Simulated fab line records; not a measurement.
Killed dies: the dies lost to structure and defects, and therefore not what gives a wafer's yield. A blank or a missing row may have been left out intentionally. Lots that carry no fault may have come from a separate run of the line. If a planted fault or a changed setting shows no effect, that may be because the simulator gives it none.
A struck lot beside a sound one	flow nandHarc	14 steps out of a route of 1302
Sound: the wafers L463.1, L463.2, L463.6. Struck: wafers L470.2, L470.3, L470.6. At the end, the cause is stated.
For every step that has rows: the tool of each side, followed by ch and its chambers, followed by its first start. Under that, the readings that differ: sound wafers	struck wafers	difference of the means	sigmas: that difference in standard deviations of wafers without a fault.
alike: a reading whose means differ by less than 2 such deviations, as well as words and numbers matching on both sides. not compared: withheld readings; readings where some wafer has no value; bounds like >300 that might hide an equal value; numbers whose values overlap and for which the record gives no deviation.
The two part at a step that has a row with sigmas, a row that says differs or no value, or rows on one side only. Numbers that don't overlap but have no deviation are shown without sigmas and don't part them. A reading that every wafer of one side lacks parts them only if that side has two wafers or more.

NHARC_A_BLC_PVD_32: deposits Ti, target thk 5 nm, time 17.7 s.
  sound on pvdSputter-02; struck on pvdSputter-02
  alike: throttleValvePct
NHARC_A_BLC_ALD_23: deposits TiN, target thk 3 nm, pulse time 1 s, ald cycles 150.
  sound on aldMetal-04 ch 0,2,3, day 23 07:31; struck on aldMetal-04 ch 0,1,3, day 26 15:17
  alike: heaterPowerW, precursorPulseHeightRel
NHARC_A_BLC_CVD_24: deposits W, target thk 150 nm, time 434 s.
  sound: cvdW-02 ch 0,1; struck: cvdW-02 ch 0,1
  alike: heaterPowerW, throttleValvePct
NHARC_A_BLC_CMP_25: polishes, t overpolish 30 s, target thk 150 nm.
  sound on cmp-01 ch 0,1,3, day 23 08:14; struck on cmp-02 ch 0,1, day 26 15:58
  alike: motorCurrentA, overpolishRunS, retainingRingPressureFrac, timeToEndpointS
following that, these wafers have no rows for 1 step: NHARC_A_BLC_SRD_27.
NHARC_A_BLC_INSPECT_28:
  sound on defectInspect-02 at day 23 08:37; struck on defectInspect-02 at day 26 16:23
  alike: rawDefectCount
then, 5 steps without rows for these wafers: NHARC_A_M0_DEP_00 (deposits SiOC, target thk 150 nm); NHARC_A_M0_DEHYDRATE_01 (time 120 s); NHARC_A_M0_HMDS_02 (time 30 s); NHARC_A_M0_COAT_33 (time 65 s); NHARC_A_M0_COAT_03 (resist thk 90 nm).
NHARC_A_M0_SOFTBAKE_04: time 55 s.
  sound on lithoTrack-04 ch 0, day 23 09:00; struck on lithoTrack-01 ch 0, day 26 16:00
reading	sound	struck	difference	sigmas
heaterPowerTotalW (W)	188.44 188.45 188.45	183.70 183.93 183.69	-4.67	-36
  alike: plateTempC
following that, these wafers have no rows for 1 step: NHARC_A_M0_EBR_05.
NHARC_END_SORT_01:
  sound on prober-02 ch 0, day 25 19:38; struck on prober-02 ch 0, day 28 10:25
  alike: defectLimitedYield, killedAtArray, killedAtOther, killedAtPeriphery, killedDies, killedOpen, killedShort

## WHERE THEY PART
NHARC_A_M0_SOFTBAKE_04 only, going by this record. Later steps at which nothing parts them and some readings are alike: NHARC_END_SORT_01.

WHY: what the simulator had put in
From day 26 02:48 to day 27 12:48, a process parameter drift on lithoTrack-01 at NHARC_A_M0_SOFTBAKE_04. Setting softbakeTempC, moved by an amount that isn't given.
